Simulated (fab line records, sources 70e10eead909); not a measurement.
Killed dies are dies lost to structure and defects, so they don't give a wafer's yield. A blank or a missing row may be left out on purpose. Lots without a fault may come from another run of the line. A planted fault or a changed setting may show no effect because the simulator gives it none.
Which tool did it? | flow nand_harc | 24 lots, 72 wafers sampled, at 6 steps of a route of 1159

WHAT THE GAUGES READ, wafer by wafer
NHARC_A_CONTACT_OVL_MEAS_70. Usual: overlay_x_nm -0.1 nm, standard deviation 0.9; overlay_y_nm 0.1 nm, standard deviation 0.78.
lot  | measured     | on         | overlay_x_nm (nm) | overlay_y_nm (nm) | flag
L074 | day 16 07:04 | overlay-02 | 1.8 1.9 1.7       | -0.6 -0.7 -0.5    |
L075 | day 16 15:52 | overlay-01 | 0.3 0.2 -0.6      | 1.3 0.8 1.1       |
L077 | day 16 17:42 | overlay-02 | 0.5 0.1 1.0       | -1.6 -1.4 -1.5    |
L076 | day 17 00:04 | overlay-01 | -1.2 -0.7 -0.5    | 0.1 -0.5 0.1      |
L078 | day 17 11:51 | overlay-02 | -0.8 -0.5 -1.0    | 0.3 0.6 0.3       |
L079 | day 17 18:17 | overlay-02 | -0.7 -0.7 -0.4    | 0.3 -0.3 -0.2     |
L081 | day 18 22:16 | overlay-02 | 0.1 -0.2 0.1      | -0.6 -1.0 -0.4    |
L083 | day 18 23:58 | overlay-02 | 1.3 1.1 0.9       | 2.0 1.8 1.4       |
L080 | day 19 04:39 | overlay-02 | 0.0 0.1 0.5       | 0.2 -0.1 -0.1     |
L082 | day 19 10:20 | overlay-02 | -1.4 -0.8 -1.0    | -0.1 0.4 0.6      |
L084 | day 19 10:35 | overlay-02 | -0.7 -0.9 -1.6    | 0.5 0.4 0.6       |
L088 | day 19 15:33 | overlay-01 | 1.2 1.5 1.8       | 0.9 0.4 0.8       |
L085 | day 19 18:45 | overlay-02 | -0.1 -0.8 -0.4    | 0.6 0.9 1.6       |
L087 | day 19 21:01 | overlay-01 | -0.8 -1.4 -0.6    | 0.7 0.8 0.1       |
L086 | day 20 09:29 | overlay-01 | -0.4 0.3 -0.7     | 0.6 0.3 0.5       |
L090 | day 20 14:18 | overlay-01 | 0.5 0.9 1.0       | 0.3 0.2 0.3       |
L089 | day 20 18:41 | overlay-01 | -1.0 -1.4 -1.4    | 0.4 0.4 0.0       |
L093 | day 20 21:46 | overlay-01 | 0.1 -0.3 -0.1     | -0.1 0.1 -0.1     |
L092 | day 21 08:22 | overlay-01 | -1.0 -0.5 -0.4    | -0.2 -0.2 -0.4    |
L091 | day 21 12:14 | overlay-02 | 0.1 0.4 -0.2      | -0.1 -0.6 -0.5    |
L095 | day 22 03:19 | overlay-02 | 0.2 0.3 0.0       | -0.3 0.0 -1.1     |
L097 | day 22 04:58 | overlay-02 | 0.8 0.8 0.3       | 0.4 0.7 0.2       |
L094 | day 22 08:20 | overlay-01 | -1.7 -1.9 -2.1    | -0.4 -0.4 -0.8    |
L096 | day 22 13:43 | overlay-01 | -1.1 -1.1 -1.2    | -1.4 -1.3 -2.1    |

NHARC_A_CONTACT_CD_MEAS_15. Usual: cd_nm 89.8 nm, standard deviation 0.48.
lot  | measured     | on        | cd_nm (nm)     | flag
L074 | day 16 19:57 | cd_sem-01 | 89.9 89.5 89.8 |
L075 | day 17 00:48 | cd_sem-01 | 90.0 89.9 89.6 |
L077 | day 17 03:37 | cd_sem-02 | 89.6 89.5 89.2 |
L076 | day 17 08:55 | cd_sem-02 | 88.9 88.5 88.7 |
L078 | day 17 20:29 | cd_sem-01 | 89.5 89.4 89.2 |
L079 | day 18 03:02 | cd_sem-02 | 89.4 90.2 89.7 |
L081 | day 19 07:38 | cd_sem-01 | 89.4 89.2 89.9 |
L083 | day 19 09:11 | cd_sem-02 | 90.3 90.1 90.7 |
L080 | day 19 14:47 | cd_sem-02 | 90.2 90.3 90.5 |
L082 | day 19 19:20 | cd_sem-02 | 89.3 89.8 89.7 |
L084 | day 19 20:59 | cd_sem-01 | 90.3 90.0 90.0 |
L088 | day 20 02:26 | cd_sem-03 | 89.8 89.3 89.3 |
L085 | day 20 04:05 | cd_sem-03 | 90.6 89.9 89.4 |
L087 | day 20 08:01 | cd_sem-02 | 88.8 89.8 88.9 |
L086 | day 20 19:19 | cd_sem-03 | 90.0 90.2 89.5 |
L090 | day 20 23:16 | cd_sem-03 | 90.0 89.9 90.0 |
L089 | day 21 08:26 | cd_sem-03 | 89.8 90.4 90.6 |
L093 | day 21 13:25 | cd_sem-03 | 88.7 90.2 89.0 |
L092 | day 21 17:24 | cd_sem-03 | 90.2 90.2 90.6 |
L091 | day 21 21:46 | cd_sem-02 | 90.3 90.0 90.4 |
L095 | day 22 12:02 | cd_sem-01 | 89.9 90.1 90.4 |
L097 | day 22 14:26 | cd_sem-03 | 90.0 90.4 89.4 |
L094 | day 22 19:58 | cd_sem-01 | 90.3 90.3 90.6 |
L096 | day 22 22:56 | cd_sem-02 | 89.3 89.4 89.8 |

NHARC_A_CONTACT_INSPECT_23. Usual: raw_defect_count 408, standard deviation 110.
lot  | measured     | on                | raw_defect_count | flag
L074 | day 17 01:49 | defect_inspect-02 | 394 306 316      |
L075 | day 17 12:19 | defect_inspect-01 | 307 325 319      |
L077 | day 17 15:20 | defect_inspect-02 | 382 488 494      |
L076 | day 17 16:04 | defect_inspect-02 | 497 354 434      |
L078 | day 18 04:10 | defect_inspect-01 | 364 257 586      |
L079 | day 18 15:04 | defect_inspect-01 | 408 306 446      |
L081 | day 19 14:43 | defect_inspect-01 | 306 336 388      |
L083 | day 19 15:49 | defect_inspect-02 | 536 945 621      |
L080 | day 19 17:14 | defect_inspect-02 | 448 517 624      |
L082 | day 20 00:06 | defect_inspect-01 | 349 455 411      |
L084 | day 20 00:51 | defect_inspect-01 | 516 373 344      |
L088 | day 20 05:39 | defect_inspect-01 | 495 372 490      |
L085 | day 20 19:07 | defect_inspect-02 | 498 564 394      |
L087 | day 20 19:42 | defect_inspect-02 | 355 368 326      |
L086 | day 20 21:44 | defect_inspect-02 | 516 356 394      |
L090 | day 21 02:06 | defect_inspect-01 | 517 266 315      |
L089 | day 21 12:47 | defect_inspect-01 | 435 348 355      |
L093 | day 21 21:16 | defect_inspect-01 | 369 373 528      |
L092 | day 22 02:22 | defect_inspect-02 | 458 361 612      |
L091 | day 22 03:19 | defect_inspect-02 | 367 410 492      |
L095 | day 22 14:45 | defect_inspect-02 | 369 229 356      |
L097 | day 22 19:45 | defect_inspect-02 | 292 431 238      |
L094 | day 22 22:32 | defect_inspect-02 | 576 424 378      |
L096 | day 23 09:22 | defect_inspect-02 | 433 423 393      |

WHICH TOOL RAN EACH LOT (tool, then ch and the chambers of the sampled wafers, then the start)
lot  | NHARC_A_CONTACT_ETCH_133             | NHARC_A_CONTACT_ETCH_89                       | NHARC_A_CONTACT_ETCH_137
L074 | har_cap_etch-02 ch 0,1, day 16 09:56 | rie_diel-04 ch 2,3, day 16 18:59 or earlier   | har_cap_etch-02 ch 0,1, day 16 18:59
L075 | har_cap_etch-01 ch 0,1, day 16 18:31 | rie_diel-10 ch 2,3, day 16 23:55 or earlier   | har_cap_etch-02 ch 0,1, day 16 23:55
L077 | har_cap_etch-01 ch 0,1, day 16 21:13 | rie_diel-01 ch 1,2, day 17 02:37 or earlier   | har_cap_etch-03 ch 0, day 17 02:37
L076 | har_cap_etch-01 ch 0,1, day 17 02:40 | rie_diel-01 ch 0,1, day 17 08:04 or earlier   | har_cap_etch-01 ch 0,1, day 17 08:04
L078 | har_cap_etch-02 ch 0,1, day 17 14:24 | rie_diel-10 ch 2,3, day 17 19:37 or earlier   | har_cap_etch-01 ch 0,1, day 17 19:37
L079 | har_cap_etch-03 ch 0,1, day 17 20:53 | rie_diel-10 ch 1,2,3, day 18 02:11 or earlier | har_cap_etch-02 ch 0,1, day 18 02:11
L081 | har_cap_etch-01 ch 0,1, day 19 00:53 | rie_diel-01 ch 1,2,3, day 19 06:36 or earlier | har_cap_etch-02 ch 1, day 19 06:36
L083 | har_cap_etch-03 ch 0,1, day 19 02:33 | rie_diel-04 ch 1,3, day 19 08:10 or earlier   | har_cap_etch-01 ch 0,1, day 19 08:10
L080 | har_cap_etch-03 ch 0,1, day 19 07:46 | rie_diel-01 ch 1,2,3, day 19 13:43 or earlier | har_cap_etch-01 ch 0,1, day 19 13:43
L082 | har_cap_etch-01 ch 0,1, day 19 13:02 | rie_diel-01 ch 1,2,3, day 19 18:28 or earlier | har_cap_etch-01 ch 0,1, day 19 18:28
L084 | har_cap_etch-02 ch 0,1, day 19 13:29 | rie_diel-01 ch 0,1,3, day 19 20:07 or earlier | har_cap_etch-03 ch 0,1, day 19 20:07
L088 | har_cap_etch-02 ch 0,1, day 19 18:06 | rie_diel-04 ch 0,1,3, day 20 01:32 or earlier | har_cap_etch-03 ch 0,1, day 20 01:32
L085 | har_cap_etch-02 ch 0,1, day 19 21:21 | rie_diel-04 ch 1,2, day 20 03:13 or earlier   | har_cap_etch-02 ch 0,1, day 20 03:13
L087 | har_cap_etch-01 ch 1, day 19 23:34   | rie_diel-04 ch 0,2,3, day 20 06:40 or earlier | har_cap_etch-03 ch 0,1, day 20 06:40
L086 | har_cap_etch-01 ch 0,1, day 20 12:31 | rie_diel-10 ch 0,1, day 20 18:10 or earlier   | har_cap_etch-03 ch 0,1, day 20 18:10
L090 | har_cap_etch-02 ch 0,1, day 20 17:10 | rie_diel-01 ch 0,1, day 20 22:25 or earlier   | har_cap_etch-03 ch 1, day 20 22:25
L089 | har_cap_etch-02 ch 0,1, day 20 21:49 | rie_diel-04 ch 0,1,3, day 21 07:35 or earlier | har_cap_etch-03 ch 0,1, day 21 07:35
L093 | har_cap_etch-02 ch 0,1, day 21 00:22 | rie_diel-10 ch 2,3, day 21 12:33 or earlier   | har_cap_etch-01 ch 0,1, day 21 12:33
L092 | har_cap_etch-02 ch 0,1, day 21 10:58 | rie_diel-10 ch 0,2,3, day 21 16:32 or earlier | har_cap_etch-02 ch 0,1, day 21 16:32
L091 | har_cap_etch-03 ch 0,1, day 21 15:28 | rie_diel-04 ch 0,2,3, day 21 20:54 or earlier | har_cap_etch-01 ch 0,1, day 21 20:54
L095 | har_cap_etch-03 ch 0,1, day 22 05:53 | rie_diel-10 ch 0,3, day 22 11:11 or earlier   | har_cap_etch-02 ch 0,1, day 22 11:11
L097 | har_cap_etch-02 ch 0,1, day 22 07:32 | rie_diel-04 ch 0,1,3, day 22 13:31 or earlier | har_cap_etch-01 ch 0,1, day 22 13:31
L094 | har_cap_etch-03 ch 0,1, day 22 11:04 | rie_diel-01 ch 0,1,3, day 22 19:03 or earlier | har_cap_etch-03 ch 0,1, day 22 19:03
L096 | har_cap_etch-03 ch 0,1, day 22 16:16 | rie_diel-04 ch 1,2,3, day 22 22:05 or earlier | har_cap_etch-02 ch 0,1, day 22 22:05
- NHARC_A_CONTACT_ETCH_133: etches the open film in C4F8/O2/Ar, time 195 s, target depth 840 nm.
- NHARC_A_CONTACT_ETCH_89: etches the open film in N2/H2, target depth 260 nm, time 475.3 s.
- NHARC_A_CONTACT_ETCH_137: etches the open film in C4F8/O2/Ar, time 132 s, target depth 1287 nm.

WHAT THE TOOLS THEMSELVES READ (means of the sampled wafers that have a number; where no wafer has one, the mark that the record gives instead)
NHARC_A_CONTACT_ETCH_89. Usual: drypump_motor_current_A 5.6 A, standard deviation 0.42; oes_product_au 1.004 a.u., standard deviation 0.0078; rf_fwd_power_W 399.1 W, standard deviation 1.3; rf_vpp_V 431.0 V, standard deviation 2.9; showerhead_plenum_p_Torr 2.06 Torr, standard deviation 0.1; throttle_valve_pct 14.171 %, standard deviation 0.0082.
lot  | tool        | drypump_motor_current_A (A) | oes_product_au (a.u.) | rf_fwd_power_W (W) | rf_vpp_V (V) | showerhead_plenum_p_Torr (Torr) | throttle_valve_pct (%) | flag
L074 | rie_diel-04 | 6.2                         | 0.999                 | 399.4              | 429.9        | 2.01                            | 14.172                 |
L075 | rie_diel-10 | 5.6                         | 1.012                 | 397.7              | 432.3        | 2.12                            | 14.167                 |
L077 | rie_diel-01 | 5.8                         | 1.012                 | 399.7              | 431.3        | 2.05                            | 14.159                 |
L076 | rie_diel-01 | 5.8                         | 1.009                 | 398.8              | 429.9        | 2.05                            | 14.178                 |
L078 | rie_diel-10 | 5.6                         | 1.003                 | 399.8              | 433.1        | 2.12                            | 14.177                 |
L079 | rie_diel-10 | 5.6                         | 0.996                 | 398.2              | 433.1        | 2.15                            | 14.170                 |
L081 | rie_diel-01 | 5.4                         | 1.000                 | 399.2              | 431.4        | 2.07                            | 14.165                 |
L083 | rie_diel-04 | 5.5                         | 1.007                 | 399.7              | 431.3        | 2.07                            | 14.175                 |
L080 | rie_diel-01 | 5.5                         | 1.008                 | 398.0              | 431.0        | 2.07                            | 14.176                 |
L082 | rie_diel-01 | 5.5                         | 1.001                 | 399.2              | 431.4        | 2.07                            | 14.166                 |
L084 | rie_diel-01 | 5.6                         | 1.007                 | 398.6              | 432.0        | 2.08                            | 14.172                 |
L088 | rie_diel-04 | 5.6                         | 1.006                 | 399.5              | 432.5        | 2.10                            | 14.181                 |
L085 | rie_diel-04 | 6.3                         | 1.010                 | 399.0              | 428.7        | 1.96                            | 14.171                 |
L087 | rie_diel-04 | 5.8                         | 1.004                 | 398.0              | 430.8        | 2.06                            | 14.179                 |
L086 | rie_diel-10 | 5.3                         | 1.007                 | 400.7              | 428.8        | 1.99                            | 14.170                 |
L090 | rie_diel-01 | 5.9                         | 1.006                 | 398.6              | 430.7        | 2.04                            | 14.176                 |
L089 | rie_diel-04 | 5.5                         | 0.996                 | 398.7              | 432.4        | 2.10                            | 14.172                 |
L093 | rie_diel-10 | 5.6                         | 0.995                 | 398.7              | 431.6        | 2.11                            | 14.172                 |
L092 | rie_diel-10 | 5.5                         | 1.008                 | 398.4              | 430.3        | 2.04                            | 14.169                 |
L091 | rie_diel-04 | 5.9                         | 1.002                 | 399.8              | 431.1        | 2.06                            | 14.180                 |
L095 | rie_diel-10 | 5.3                         | 1.008                 | 399.2              | 430.4        | 2.03                            | 14.161                 |
L097 | rie_diel-04 | 5.6                         | 0.993                 | 399.1              | 431.9        | 2.10                            | 14.171                 |
L094 | rie_diel-01 | 5.5                         | 1.004                 | 399.5              | 430.5        | 2.07                            | 14.173                 |
L096 | rie_diel-04 | 5.8                         | 0.992                 | 399.0              | 430.7        | 2.03                            | 14.167                 |

THE ANSWER, worked out from the rows above alone
Rule: a lot is off if the mean of its wafers that have a number lies more than 3 standard deviations from the usual mean. A lot without any number at a reading at which 4 lots or more have one is off too. The other lots that the step has rows for count as sound. The gauges are gone through in route order, then the tools' own readings, and for those a lot's mean is taken as printed above. The first step at which some lot is off is used, and at that step the reading that is off furthest; a lot without a number counts as furthest.
No lot is off at any reading shown: from this, nothing can be told.

WHAT THE SIMULATOR HAD PUT IN
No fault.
